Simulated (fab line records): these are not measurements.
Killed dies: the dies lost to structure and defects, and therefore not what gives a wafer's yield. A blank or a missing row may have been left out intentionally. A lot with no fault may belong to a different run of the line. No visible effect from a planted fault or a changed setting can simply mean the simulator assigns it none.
fab line records	flow n5_finfet
record lots=7	wafers=21
route steps=1938 shown BEOL_M7@1281 BEOL_M8@1332 BEOL_M9@1446 BEOL_M11@1539
start_h: hours from the record's first day to the start of the lot's first wafer shown	wait_h: how many hours have passed since the lot's step before this one	" the same as in the row above	L1.1+2: a single row standing in for several wafers	- value missing, or start not given	* or withheld: withheld	< > ~ a bound
route shown NAME@n: names a module that has steps shown in the file, with the first one's number in the route	usual: average and standard deviation across the fault-free wafers	same: alike in all rows	chamber/n: place in a boat	sites: readings site by site	_std_site: standard deviation across them	_edge_site: inner sites' mean taken away from outer sites' mean	radius_mm: how far each site lies from the wafer's centre	mask NAME#n: copy n	behind: the last tool/chamber to shape the wafer	hold: reason for holding the lot/hours on hold/outcome of the hold	device: transistor that didn't switch, given as n, p or np	end of line: the route-end tests of the same wafers	a step without rows: its recipe alone	killed: at the first sort, the dies lost to defects and structure; wafer yield is something else	map: shows each die of a wafer: x if killed, . if not, _ if none is there
set.NAME: the setting that was run; set.NAME@STEP: the one run at that earlier step	model.NAME: the simulator's own value behind a step, which no gauge read
lots where settings were altered on purpose, with a table for each step and a row for each wafer
## steps
# step N5_BEOL_M7_ETCH_62
# recipe chemistry=N2/H2	target=SOC	target_depth_a=1100	overetch_a=220	mask_material=SiARC	temp_c=40	time_s=165	ion_energy_ev=200	pressure_mtorr=30	source_w=840	bias_w=150	n2_flow_sccm=200	h2_flow_sccm=200
# usual rf_vpp_V=524.1/2.4
lot.wafer	tool	chamber	start_h	wait_h	set.source_w	set.dose_mj@BEOL_M7_EXPOSE_08	rf_vpp_V	model.BEOL_M7.cd_offset_nm
L079.2	rie_diel-06	0	218.41	0.0	840	68.25	524.1	0
L079.4	"	1	"	"	840	73.34	527.1	3.6
L079.5	"	1	"	"	840	73.34	526.7	3.6
L082.1	rie_diel-03	3	230.28	0.0	840	68.25	524.0	-1.2
L082.2	"	0	"	"	840	68.25	523.2	-1.4
L082.6	"	0	"	"	840	68.25	524.2	-1.2
L084.2	rie_diel-03	0	248.34	0.0	840	70.79	523.8	1.8
L084.4	"	3	"	"	840	68.25	522.8	0.2
L084.6	"	0	"	"	840	68.25	522.0	0.2
L086.3	rie_diel-06	1	251.99	0.0	798.8	68.25	534.4	-0.4
L086.5	"	0	"	"	798.8	68.25	531.3	-1
L086.6	"	3	"	"	840	68.25	524.9	0
L087.1	rie_diel-05	0	266.52	0.0	840	71.8	520.4	2
L087.2	"	1	"	"	787.5	71.8	533.8	1.4
L087.5	"	3	"	"	787.5	68.25	539.8	-0.6
L088.1	rie_diel-05	0	268.94	0.0	840	68.25	522.1	0.2
L088.3	"	2	"	"	840	63.36	525.4	-3
L088.5	"	1	"	"	754.4	63.36	543.7	-4.6
L091.2	rie_diel-05	0	296.09	0.0	840	68.25	519.1	0.6
L091.5	"	2	"	"	840	68.25	525.0	0.4
L091.6	"	3	"	"	840	68.25	529.2	0.6
# step N5_BEOL_M7_STRIP_68
# recipe chemistry=N2/H2	temp_c=40	n2_flow_sccm=200	h2_flow_sccm=200	rf_frequency_hz=6e+07
# step N5_BEOL_M7_STRIP_67
# recipe chemistry=CF4	resist=SiARC	power_w=300	bias_power_w=75	pressure_mtorr=50	cf4_flow_sccm=150	rf_frequency_hz=6e+07
# step N5_BEOL_M7_HM_OPEN_17
# recipe chemistry=Cl2/BCl3	target_depth_a=200	overetch_a=60	target=TiN	mask_material=SOC	ion_energy_ev=150	pressure_mtorr=10	icp_w=1000	bias_w=126	Cl2_flow_sccm=53.25	bcl3_flow_sccm=21.75	Ar_flow_sccm=25
# step N5_BEOL_M7_STRIP_19
# recipe chemistry=O2	power_w=400	temp_c=40	pressure_mtorr=30	rf_frequency_hz=6e+07	bias_power_w=0	overash_fraction=0.2	o2_flow_sccm=225
# step N5_BEOL_M7_CD_MEAS_18
# recipe pitch_nm=80	target_cd_nm=40
# usual cd_nm=39.8/0.59
lot.wafer	tool	chamber	start_h	wait_h	set.dose_mj@BEOL_M7_EXPOSE_08	cd_nm
L079.2	cd_sem-02	-	218.77	0.1	68.25	39.9
L079.4	"	-	"	"	73.34	43.5
L079.5	"	-	"	"	73.34	43.3
L082.1	cd_sem-03	-	230.65	0.0	68.25	38.9
L082.2	"	-	"	"	68.25	38.5
L082.6	"	-	"	"	68.25	39.2
L084.2	cd_sem-01	-	248.71	0.1	70.79	41.8
L084.4	"	-	"	"	68.25	39.8
L084.6	"	-	"	"	68.25	40.1
L086.3	cd_sem-01	-	252.45	0.1	68.25	39.3
L086.5	"	-	"	"	68.25	38.8
L086.6	"	-	"	"	68.25	39.7
L087.1	cd_sem-02	-	266.89	0.0	71.8	41.9
L087.2	"	-	"	"	71.8	41.9
L087.5	"	-	"	"	68.25	39.5
L088.1	cd_sem-01	-	269.38	0.0	68.25	40.1
L088.3	"	-	"	"	63.36	37.1
L088.5	"	-	"	"	63.36	35.5
L091.2	cd_sem-02	-	296.49	0.1	68.25	40.3
L091.5	"	-	"	"	68.25	40.5
L091.6	"	-	"	"	68.25	40.1
# step N5_BEOL_M7_COAT_63
# recipe resist=SOC	temp_c=250	time_s=60	spin_rpm=1500	resist_thk_nm=60
# step N5_BEOL_M7_COAT_64
# recipe resist=SiARC	temp_c=220	time_s=60	spin_rpm=1500	resist_thk_nm=12
# step N5_BEOL_M7_PRECLEAN_42
# recipe chemistry=residue_remover	time_s=60	temp_c=40
# step N5_BEOL_M7_SRD_43
# recipe time_s=30	temp_c=23	rinse_liquid=diw	dry=ipa_marangoni
# step N5_BEOL_M7_CD_MEAS_35
# recipe target_cd_nm=40	polarity=opening
# usual cd_nm=39.8/0.57
lot.wafer	tool	chamber	start_h	wait_h	set.dose_mj@BEOL_M7_EXPOSE_08	cd_nm
L079.2	cd_sem-03	-	220.26	0.0	68.25	39.9
L079.4	"	-	"	"	73.34	43.1
L079.5	"	-	"	"	73.34	43.1
L082.1	cd_sem-02	-	232.91	0.0	68.25	38.6
L082.2	"	-	"	"	68.25	38.6
L082.6	"	-	"	"	68.25	38.6
L084.2	cd_sem-01	-	251.77	0.0	70.79	41.6
L084.4	"	-	"	"	68.25	40.1
L084.6	"	-	"	"	68.25	40.2
L086.3	cd_sem-03	-	257.69	0.0	68.25	40.0
L086.5	"	-	"	"	68.25	39.2
L086.6	"	-	"	"	68.25	40.0
L087.1	cd_sem-02	-	268.02	0.0	71.8	41.9
L087.2	"	-	"	"	71.8	41.5
L087.5	"	-	"	"	68.25	38.8
L088.1	cd_sem-01	-	271.87	0.0	68.25	40.4
L088.3	"	-	"	"	63.36	37.0
L088.5	"	-	"	"	63.36	35.8
L091.2	cd_sem-03	-	297.98	0.0	68.25	40.0
L091.5	"	-	"	"	68.25	40.4
L091.6	"	-	"	"	68.25	40.1
# step N5_BEOL_M8_ILD_DEP_00
# recipe material=SiCOH_lowk	target_thk_a=1797.5	temp_c=300	precursor=DEMS/porogen	pressure_torr=5	rf_w=500	time_s=33.4
lot.wafer	tool	chamber	start_h	wait_h	set.time_s	model.SiCOH_lowk_of_BEOL_M8_ILD_DEP_00.thk_nm
L079.2	pecvd-04	0	223.70	0.0	33.4	176.6
L079.4	"	0	"	"	33.4	178.4
L079.5	"	1	"	"	33.4	184
L082.1	pecvd-01	2	235.58	0.0	33.4	176.2
L082.2	"	0	"	"	33.4	177
L082.6	"	1	"	"	33.4	180.2
L084.2	pecvd-04	0	254.79	0.0	33.4	176.2
L084.4	"	1	"	"	33.4	180.2
L084.6	"	0	"	"	33.4	179
L086.3	pecvd-01	1	261.24	0.0	34.8	183.8
L086.5	"	1	"	"	34.8	186.6
L086.6	"	2	"	"	33.4	179.6
L087.1	pecvd-04	2	271.12	0.0	33.4	176.4
L087.2	"	1	"	"	33.4	177
L087.5	"	1	"	"	34.94	185.6
L088.1	pecvd-02	2	276.02	0.0	29.06	158.8
L088.3	"	1	"	"	33.4	182.4
L088.5	"	1	"	"	29.06	160.8
L091.2	pecvd-04	2	300.96	0.0	33.4	177.4
L091.5	"	1	"	"	33.4	180.6
L091.6	"	2	"	"	33.4	181.6
# step N5_BEOL_M8_CURE_74
# recipe temp_c=385	time_s=240	ambient=He/Ar	material=SiCOH_lowk
lot.wafer	tool	chamber	start_h	wait_h	set.time_s@BEOL_M8_ILD_DEP_00	model.SiCOH_lowk_of_BEOL_M8_ILD_DEP_00.thk_nm
L079.2	uv_cure-03	2	223.84	0.1	33.4	152.2
L079.4	"	2	"	"	33.4	153.8
L079.5	"	2	"	"	33.4	158.8
L082.1	uv_cure-03	0	236.41	0.8	33.4	152
L082.2	"	0	"	"	33.4	152.6
L082.6	"	0	"	"	33.4	155.4
L084.2	uv_cure-03	0	254.96	0.1	33.4	152
L084.4	"	0	"	"	33.4	155.4
L084.6	"	0	"	"	33.4	154.2
L086.3	uv_cure-03	1	261.47	0.2	34.8	158.6
L086.5	"	1	"	"	34.8	161
L086.6	"	1	"	"	33.4	155
L087.1	uv_cure-01	0	271.18	0.0	33.4	152.2
L087.2	"	0	"	"	33.4	152.6
L087.5	"	0	"	"	34.94	160
L088.1	uv_cure-02	2	276.09	0.0	29.06	136.8
L088.3	"	2	"	"	33.4	157.2
L088.5	"	2	"	"	29.06	138.4
L091.2	uv_cure-01	2	301.38	0.4	33.4	153
L091.5	"	2	"	"	33.4	155.8
L091.6	"	2	"	"	33.4	156.6
# step N5_BEOL_M8_THK_MEAS_01
# recipe reads=SiCOH_lowk_of_BEOL_M8_ILD_DEP_00
# usual M8_ILD_THK=154.0/2.1
lot.wafer	tool	chamber	start_h	wait_h	set.time_s@BEOL_M8_ILD_DEP_00	M8_ILD_THK[nm]
L079.2	film_metro-02	-	224.27	0.4	33.4	152.3
L079.4	"	-	"	"	33.4	153.7
L079.5	"	-	"	"	33.4	158.7
L082.1	film_metro-02	-	236.92	0.4	33.4	151.9
L082.2	"	-	"	"	33.4	152.5
L082.6	"	-	"	"	33.4	155.4
L084.2	film_metro-02	-	255.39	0.4	33.4	151.9
L084.4	"	-	"	"	33.4	155.3
L084.6	"	-	"	"	33.4	154.2
L086.3	film_metro-02	-	261.82	0.3	34.8	158.6
L086.5	"	-	"	"	34.8	161.0
L086.6	"	-	"	"	33.4	154.8
L087.1	film_metro-02	-	271.69	0.4	33.4	152.0
L087.2	"	-	"	"	33.4	152.8
L087.5	"	-	"	"	34.94	160.0
L088.1	film_metro-01	-	278.26	2.1	29.06	136.9
L088.3	"	-	"	"	33.4	157.3
L088.5	"	-	"	"	29.06	138.4
L091.2	film_metro-01	-	301.81	0.4	33.4	152.9
L091.5	"	-	"	"	33.4	155.7
L091.6	"	-	"	"	33.4	156.6
# step N5_BEOL_M8_DESCUM_33
# recipe chemistry=O2	time_s=7	source_power_w=50	bias_power_w=20	pressure_mtorr=20	rf_frequency_hz=2.712e+07	temp_c=40	resist=CAR-EUV	o2_flow_sccm=225
lot.wafer	tool	chamber	start_h	wait_h	set.time_s	model.CAR-EUV_of_BEOL_M8_COAT_22.thk_nm
L079.2	rie_diel-02	3	227.56	0.2	5.854	26.6
L079.4	"	0	"	"	7	26
L079.5	"	3	"	"	7	26.2
L082.1+6	rie_diel-01	0,1	241.33	0.2	7	26.2
L082.2	"	3	"	"	7	26
L084.2	rie_diel-02	2	259.28	0.0	6.545	26.4
L084.4	"	0	"	"	6.545	26.2
L084.6	"	3	"	"	7	26
L086.3	rie_diel-04	1	264.60	0.2	7.395	26
L086.5	"	0	"	"	7	26.2
L086.6	"	1	"	"	7	26
L087.1+5	rie_diel-02	0,1	274.19	0.1	7.675	25.8
L087.2	"	1	"	"	7	26.2
L088.1	rie_diel-04	0	281.96	0.0	7	26
L088.3+5	"	1,3	"	"	8.364	25.4
L091.2+6	rie_diel-02	2,3	305.13	0.0	7	26
L091.5	"	2	"	"	7	25.8
# step N5_BEOL_M8_ETCH_72
# recipe chemistry=N2/H2	target=underlayer	target_depth_a=65	mask_material=CAR-EUV	time_s=5.2	ion_energy_ev=200	pressure_mtorr=30	source_w=840	bias_w=150	n2_flow_sccm=200	h2_flow_sccm=200	ends=cleared
lot.wafer	tool	chamber	start_h	wait_h	set.h2_flow_sccm	set.time_s@BEOL_M8_DESCUM_33	model.CAR-EUV_of_BEOL_M8_COAT_22.thk_nm
L079.2	rie_diel-02	3	227.59	0.0	200	5.854	20.8
L079.4	"	0	"	"	200	7	20.2
L079.5	"	3	"	"	200	7	20.4
L082.1+2	rie_diel-01	0,3	241.37	0.0	200	7	20.4
L082.6	"	1	"	"	200	7	20.6
L084.2	rie_diel-02	2	259.32	0.0	200	6.545	20.6
L084.4	"	0	"	"	200	6.545	20.4
L084.6	"	3	"	"	200	7	20.4
L086.3	rie_diel-04	1	264.63	0.0	200	7.395	20.2
L086.5+6	"	0,1	"	"	188.7	7	20.2
L087.1+5	rie_diel-02	0,1	274.22	0.0	212.7	7.675	20.2
L087.2	"	1	"	"	200	7	20.4
L088.1	rie_diel-04	0	282.00	0.0	200	7	20.2
L088.3+5	"	1,3	"	"	187.5	8.364	19.6
L091.2+5	rie_diel-02	2	305.16	0.0	186	7	20
L091.6	"	3	"	"	200	7	20.2
# step N5_BEOL_M9_TRENCH_ETCH_37
# recipe chemistry=C4F6/O2	target_depth_a=1514.3	target=SiCOH_lowk	time_s=49	ion_energy_ev=250	pressure_mtorr=30	source_w=345	bias_w=185	Ar_flow_sccm=300	C4F6_flow_sccm=10	O2_flow_sccm=10
lot.wafer	tool	chamber	start_h	wait_h	set.time_s	model.etch.depth_nm	model.BEOL_M9.feature_depth_nm	model.TiN_of_BEOL_M9_HM_DEP_02.thk_nm
L079.2	rie_diel-03	3	-	-	52.73	163.8	163.8	15.6
L079.4	"	0	"	"	49	150.8	150.8	15.8
L079.5	"	1	"	"	52.73	165.3	165.4	15.4
L082.1	rie_diel-03	1	-	-	49	153	153	15.6
L082.2	"	0	"	"	49	152	152	15.4
L082.6	"	1	"	"	49	155.6	155.6	15.4
L084.2	rie_diel-06	0	-	-	49	150.8	150.8	15.8
L084.4	"	2	"	"	49	146.8	146.8	16
L084.6	"	2	"	"	49	147.7	147.6	15.8
L086.3	rie_diel-03	0	-	-	43.22	133.5	133.6	16.4
L086.5	"	2	"	"	49	148.3	148.4	15.8
L086.6	"	3	"	"	43.22	133.5	133.4	16.2
L087.1	rie_diel-05	2	-	-	38.91	125.2	125.2	16.8
L087.2	"	0	"	"	38.91	123.8	123.8	16.6
L087.5	"	0	"	"	49	155.4	155.4	16
L088.1	rie_diel-03	3	-	-	49	154.8	154.8	16.2
L088.3	"	0	"	"	59.37	182	182	15.2
L088.5	"	3	"	"	49	153.6	153.6	16.2
L091.2	rie_diel-05	0	-	-	59.44	188.3	188.4	15
L091.5	"	1	"	"	49	152.5	152.4	15.6
L091.6	"	0	"	"	49	154.5	154.4	16
# step N5_BEOL_M9_ETCH_41
# recipe chemistry=CH3F/O2	target=SiCN	target_depth_a=366	taper_deg=2	time_s=70.1	ion_energy_ev=120	mask_material=TiN	pressure_mtorr=30	source_w=395	bias_w=75	Ar_flow_sccm=150	CH3F_flow_sccm=30	O2_flow_sccm=20
# step N5_BEOL_M9_STRIP_80
# recipe chemistry=N2/H2	time_s=10	power_w=450	temp_c=40	pressure_mtorr=20	rf_frequency_hz=6e+07	bias_power_w=7	n2_flow_sccm=200	h2_flow_sccm=200
# step N5_BEOL_M9_OCD_MEAS_38
# usual trench_depth_nm=151.8/3
lot.wafer	tool	chamber	start_h	wait_h	set.time_s@BEOL_M9_TRENCH_ETCH_37	trench_depth_nm
L079.2	ocd-01	-	235.37	-	52.73	163.6
L079.4	"	-	"	"	49	150.6
L079.5	"	-	"	"	52.73	165.3
L082.1	ocd-01	-	252.57	-	49	153.3
L082.2	"	-	"	"	49	151.8
L082.6	"	-	"	"	49	155.7
L084.2	ocd-01	-	267.18	-	49	150.8
L084.4	"	-	"	"	49	146.9
L084.6	"	-	"	"	49	147.6
L086.3	ocd-02	-	271.25	-	43.22	133.3
L086.5	"	-	"	"	49	148.8
L086.6	"	-	"	"	43.22	133.8
L087.1	ocd-01	-	283.95	-	38.91	125.3
L087.2	"	-	"	"	38.91	123.6
L087.5	"	-	"	"	49	155.7
L088.1	ocd-02	-	289.84	-	49	154.7
L088.3	"	-	"	"	59.37	182.0
L088.5	"	-	"	"	49	154.0
L091.2	ocd-02	-	315.37	-	59.44	188.1
L091.5	"	-	"	"	49	152.1
L091.6	"	-	"	"	49	154.6
# step N5_BEOL_M9_HM_STRIP_39
# recipe chemistry=peroxide_tin_strip	material=TiN	target_depth_a=250	temp_c=50	time_s=158
# step N5_BEOL_M9_SRD_40
# recipe time_s=30	temp_c=23	rinse_liquid=diw	dry=ipa_marangoni
# step N5_BEOL_M9_ECD_50
# recipe material=Cu	target_thk_a=3180
# step N5_BEOL_M9_ANNEAL_51
# recipe temp_c=225	time_s=90	ambient=N2
# step N5_BEOL_M9_CMP_52
# recipe stop_on=SiCOH_lowk	t_overpolish_s=7	down_force_psi=1	platen_rpm=50	clearing_platen_down_force_psi=1.5	clearing_platen_rpm=50	post_cmp_clean=cu_alkaline	target_thk_nm=140	clearing_platen_pad_velocity_m_s=0.99484	pad_velocity_m_s=0.99484
lot.wafer	tool	chamber	start_h	wait_h	set.time_s@BEOL_M9_TRENCH_ETCH_37	model.Cu_of_BEOL_M9_ECD_50.thk_nm
L079.2	cmp-04	0	238.69	0.3	52.73	152
L079.4	"	1	"	"	49	139.2
L079.5	"	2	"	"	52.73	152.6
L082.1	cmp-02	0	255.00	0.3	49	143.4
L082.2	"	3	"	"	49	141.6
L082.6	"	0	"	"	49	146.2
L084.2	cmp-04	1	269.52	0.3	49	138
L084.4	"	2	"	"	49	133.4
L084.6	"	3	"	"	49	134.8
L086.3	cmp-04	1	273.53	0.2	43.22	120.6
L086.6	"	3	"	"	43.22	121.2
L086.5	"	0	"	"	49	136.2
L087.1	cmp-04	2	286.36	0.3	38.91	114.2
L087.2	"	0	"	"	38.91	112.4
L087.5	"	1	"	"	49	144
L088.3	cmp-02	1	293.06	0.2	59.37	171.8
L088.1	"	2	"	"	49	144
L088.5	"	3	"	"	49	141.4
L091.2	cmp-02	2	317.37	0.3	59.44	175.4
L091.5	"	0	"	"	49	141.6
L091.6	"	1	"	"	49	143.6
# step N5_BEOL_M9_THK_MEAS_53
# recipe thk_meas_gauge=xrf	reads=Cu_of_BEOL_M9_ECD_50
# usual M9_THK=141/3.2
lot.wafer	tool	chamber	start_h	wait_h	set.time_s@BEOL_M9_TRENCH_ETCH_37	M9_THK[nm]
L079.2	film_metro-02	-	238.91	-	52.73	154
L079.4	"	-	"	"	49	140
L079.5	"	-	"	"	52.73	153
L082.1	film_metro-02	-	255.29	-	49	145
L082.2	"	-	"	"	49	142
L082.6	"	-	"	"	49	147
L084.2	film_metro-02	-	269.74	-	49	139
L084.4	"	-	"	"	49	134
L084.6	"	-	"	"	49	135
L086.3	film_metro-02	-	273.75	-	43.22	121
L086.5	"	-	"	"	49	138
L086.6	"	-	"	"	43.22	123
L087.1	film_metro-02	-	286.61	-	38.91	116
L087.2	"	-	"	"	38.91	115
L087.5	"	-	"	"	49	147
L088.1	film_metro-01	-	293.29	-	49	144
L088.3	"	-	"	"	59.37	172
L088.5	"	-	"	"	49	141
L091.2	film_metro-02	-	317.59	-	59.44	175
L091.5	"	-	"	"	49	142
L091.6	"	-	"	"	49	144
# step N5_BEOL_M9_PRE_CLEAN_55
# recipe gas=NH3	time_s=15	temp_c=withheld	rf_power_w=300
# step N5_BEOL_M9_DEP_56
# recipe material=SiCN	target_thk_a=150	temp_c=withheld	precursor=3MS/NH3	pressure_torr=3	rf_w=202	time_s=26.5
# step N5_BEOL_M9_RS_MEAS_57
# recipe thk_meas_gauge=four-point-probe	reads=Cu_of_BEOL_M9_ECD_50+Co_of_BEOL_M9_CVD_78+TaN_of_BEOL_M9_ALD_74
# usual M9_RS=0.151/0.0037
lot.wafer	tool	chamber	start_h	wait_h	set.time_s@BEOL_M9_TRENCH_ETCH_37	M9_RS[ohm/sq]
L079.2	film_metro-02	-	239.05	0.1	52.73	0.138
L079.4	"	-	"	"	49	0.152
L079.5	"	-	"	"	52.73	0.137
L082.1	film_metro-02	-	255.43	0.1	49	0.147
L082.2	"	-	"	"	49	0.149
L082.6	"	-	"	"	49	0.144
L084.2	film_metro-02	-	269.87	0.1	49	0.153
L084.4	"	-	"	"	49	0.159
L084.6	"	-	"	"	49	0.157
L086.3	film_metro-02	-	273.88	0.1	43.22	0.178
L086.5	"	-	"	"	49	0.156
L086.6	"	-	"	"	43.22	0.177
L087.1	film_metro-01	-	286.75	0.1	38.91	0.190
L087.2	"	-	"	"	38.91	0.192
L087.5	"	-	"	"	49	0.146
L088.1	film_metro-01	-	293.42	0.1	49	0.146
L088.3	"	-	"	"	59.37	0.121
L088.5	"	-	"	"	49	0.150
L091.2	film_metro-02	-	317.74	0.1	59.44	0.118
L091.5	"	-	"	"	49	0.149
L091.6	"	-	"	"	49	0.147
# step N5_BEOL_M11_PECVD_70
# recipe material=SiO2	target_thk_a=200	temp_c=400	precursor=TEOS/O2	pressure_torr=5.5	rf_w=450	teos_flow_sccm=53.8	gas=O2	flow_sccm=3000	time_s=22.7
lot.wafer	tool	chamber	start_h	wait_h	set.temp_c	model.SiO2_of_BEOL_M11_PECVD_70.thk_nm
L079.2+4	pecvd-04	0,1	248.22	0.0	400	20
L079.5	"	0	"	"	412.6	18.2
L082.1	pecvd-02	2	263.16	0.0	400	20
L082.2	"	1	"	"	400	19.8
L082.6	"	2	"	"	400	20.2
L084.2	pecvd-03	1	279.06	0.0	400	20.4
L084.4	"	2	"	"	384.7	22.6
L084.6	"	1	"	"	400	20.6
L086.3	pecvd-02	1	279.67	0.0	400	19.6
L086.5	"	2	"	"	400	20.2
L086.6	"	1	"	"	400	19.8
L087.1	pecvd-02	2	297.09	0.0	400	19.8
L087.2	"	0	"	"	385.5	21.6
L087.5	"	2	"	"	385.5	22
L088.1	pecvd-02	1	300.58	0.0	385.7	21.8
L088.3	"	0	"	"	385.7	21.4
L088.5	"	1	"	"	400	20.2
L091.2	pecvd-02	1	325.32	0.0	410.2	18.6
L091.5	"	0	"	"	410.2	18.8
L091.6	"	2	"	"	400	19.8
## key
split step=N5_BEOL_M7_ETCH_62	setting=source_w	stated=840	by=wafer
response step=N5_BEOL_M7_ETCH_62	reading=rf_vpp_V	change=-2.06	per=1%	r=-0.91
split step=N5_BEOL_M8_ILD_DEP_00	setting=time_s	stated=33.4	by=wafer
response step=N5_BEOL_M8_ILD_DEP_00	reading=model.SiCOH_lowk_of_BEOL_M8_ILD_DEP_00.thk_nm	change=+1.72	per=1%	r=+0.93
response step=N5_BEOL_M8_CURE_74	reading=model.SiCOH_lowk_of_BEOL_M8_ILD_DEP_00.thk_nm	change=+1.49	per=1%	r=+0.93
response step=N5_BEOL_M8_THK_MEAS_01	reading=M8_ILD_THK	change=+1.5	per=1%	r=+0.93
split step=N5_BEOL_M8_DESCUM_33	setting=time_s	stated=7	by=wafer
response step=N5_BEOL_M8_DESCUM_33	reading=model.CAR-EUV_of_BEOL_M8_COAT_22.thk_nm	change=-0.0322	per=1%	r=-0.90
response step=N5_BEOL_M8_ETCH_72	reading=model.CAR-EUV_of_BEOL_M8_COAT_22.thk_nm	change=-0.0276	per=1%	r=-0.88
split step=N5_BEOL_M8_ETCH_72	setting=h2_flow_sccm	stated=200	by=wafer
response none clear
split step=N5_BEOL_M9_TRENCH_ETCH_37	setting=time_s	stated=49	by=wafer
response step=N5_BEOL_M9_TRENCH_ETCH_37	reading=model.etch.depth_nm	change=+1.48	per=1%	r=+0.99
response step=N5_BEOL_M9_TRENCH_ETCH_37	reading=model.BEOL_M9.feature_depth_nm	change=+1.48	per=1%	r=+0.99
response step=N5_BEOL_M9_TRENCH_ETCH_37	reading=model.TiN_of_BEOL_M9_HM_DEP_02.thk_nm	change=-0.0399	per=1%	r=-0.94
response step=N5_BEOL_M9_OCD_MEAS_38	reading=trench_depth_nm	change=+1.48	per=1%	r=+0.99
response step=N5_BEOL_M9_CMP_52	reading=model.Cu_of_BEOL_M9_ECD_50.thk_nm	change=+1.46	per=1%	r=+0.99
response step=N5_BEOL_M9_THK_MEAS_53	reading=M9_THK	change=+1.47	per=1%	r=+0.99
response step=N5_BEOL_M9_RS_MEAS_57	reading=M9_RS	change=-0.00165	per=1%	r=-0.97
split step=N5_BEOL_M11_PECVD_70	setting=temp_c	stated=400	by=wafer
response step=N5_BEOL_M11_PECVD_70	reading=model.SiO2_of_BEOL_M11_PECVD_70.thk_nm	change=-0.505	per=1%	r=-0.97
split outside_this_file step=N5_BEOL_M7_EXPOSE_08 setting=dose_mj
# split outside_this_file: this setting was split too, and the file shows its column; the key of that split is in another file
